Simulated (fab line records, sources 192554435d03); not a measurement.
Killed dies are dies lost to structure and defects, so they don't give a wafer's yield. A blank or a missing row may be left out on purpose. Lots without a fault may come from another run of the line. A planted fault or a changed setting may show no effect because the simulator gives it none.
Chamber matching | flow n5_finfet | N5_BEOL_M3_STRIP_19 on rie_diel-02: 4 sister chambers
The step strips in O2. 4 wafers are shown with their chamber, then 9 later ones without.

WAFERS WITH THEIR CHAMBER
wafer  | chamber | showerhead_plenum_p_Torr (Torr)
L082.2 | 3       | 2.13
L083.4 | 1       | 2.04
L083.5 | 0       | 2.14
L083.6 | 2       | 2.15

WAFERS WITHOUT THEIR CHAMBER
wafer  | showerhead_plenum_p_Torr (Torr)
L086.2 | 2.04
L086.4 | 2.14
L086.6 | 2.12
L084.1 | 2.14
L084.2 | 2.14
L084.4 | 2.12
L085.2 | 2.14
L085.3 | 2.12
L085.5 | 2.14

WHICH CHAMBER EACH WENT THROUGH
wafer  | from the rows above          | in truth
L086.2 | 1                            | 1
L086.4 | can't be placed: 0 or 2 or 3 | 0
L086.6 | can't be placed: 3 or 0      | 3
L084.1 | can't be placed: 0 or 2 or 3 | 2
L084.2 | can't be placed: 0 or 2 or 3 | 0
L084.4 | can't be placed: 3 or 0      | 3
L085.2 | can't be placed: 0 or 2 or 3 | 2
L085.3 | can't be placed: 3 or 0      | 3
L085.5 | can't be placed: 0 or 2 or 3 | 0
Placed correctly: 1 of 9. Can't be placed from these rows: 8 (the true chamber is among the candidates in 8). Placed wrongly: 0.
How it was worked out, from the rows above alone: a wafer's distance from a chamber is the root of the sum, over the readings, of the square of ((its reading less the chamber's mean) divided by the reading's scatter). The wafer belongs to the nearest chamber; if the next one is less than 2 further off, it can't be placed. A chamber's mean is the mean of its shown wafers. The scatter: with one shown wafer a chamber, the root of the mean of the squares of how far each hidden wafer lies from its nearest shown one.
